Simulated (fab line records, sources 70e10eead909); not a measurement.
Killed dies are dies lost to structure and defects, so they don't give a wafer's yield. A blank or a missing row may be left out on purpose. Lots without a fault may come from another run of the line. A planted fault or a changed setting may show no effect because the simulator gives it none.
One fault seen from 2 desks | flow nand_harc | each desk has only its own numbers; what lay behind them comes last

THE TOOL OWNER'S DESK: litho_track-05
The tool's own readings at NHARC_A_ZERO_WELL_PEB_08 (peb time 80 s): means of the sampled wafers that have a number, for each lot that ran on this tool. A lot is out of limits, marked OUT, if its mean lies more than 4 standard deviations from the usual mean; the brackets give that distance.
Columns: A = chill_plate_temp_C at NHARC_A_ZERO_WELL_PEB_08, usual 22.99 C; B = exhaust_pa at NHARC_A_ZERO_WELL_PEB_08, usual 45.1 Pa
lot  | first seen here | A     | B
L903 | day 9 22:55     | 23.04 | 45.0
L918 | day 15 19:41    | 22.78 | 45.8
This desk's finding: nothing out of limits on any of the 2 lots.

THE DEFECT DESK
What the inspections along the route counted, lot by lot: means of the sampled wafers that have a number. A lot is out of limits, marked OUT, if its mean lies more than 4 standard deviations from the usual mean; the brackets give that distance.
Columns: A = raw_defect_count at NHARC_A_START_INSPECT_01, usual 3.2
lot  | first seen here | A
L903 | day 9 22:09     | 2.0
L905 | day 11 00:32    | 2.7
L908 | day 11 22:16    | 2.0
L909 | day 12 01:22    | 2.3
L910 | day 12 19:54    | 2.3
L918 | day 15 19:03    | 2.3
L919 | day 16 06:19    | 1.7
This desk's finding: nothing out of limits on any of the 7 lots.

PUT TOGETHER
The tool owner's desk saw nothing out of limits.
The defect desk saw nothing out of limits.

WHAT THE SIMULATOR HAD PUT IN
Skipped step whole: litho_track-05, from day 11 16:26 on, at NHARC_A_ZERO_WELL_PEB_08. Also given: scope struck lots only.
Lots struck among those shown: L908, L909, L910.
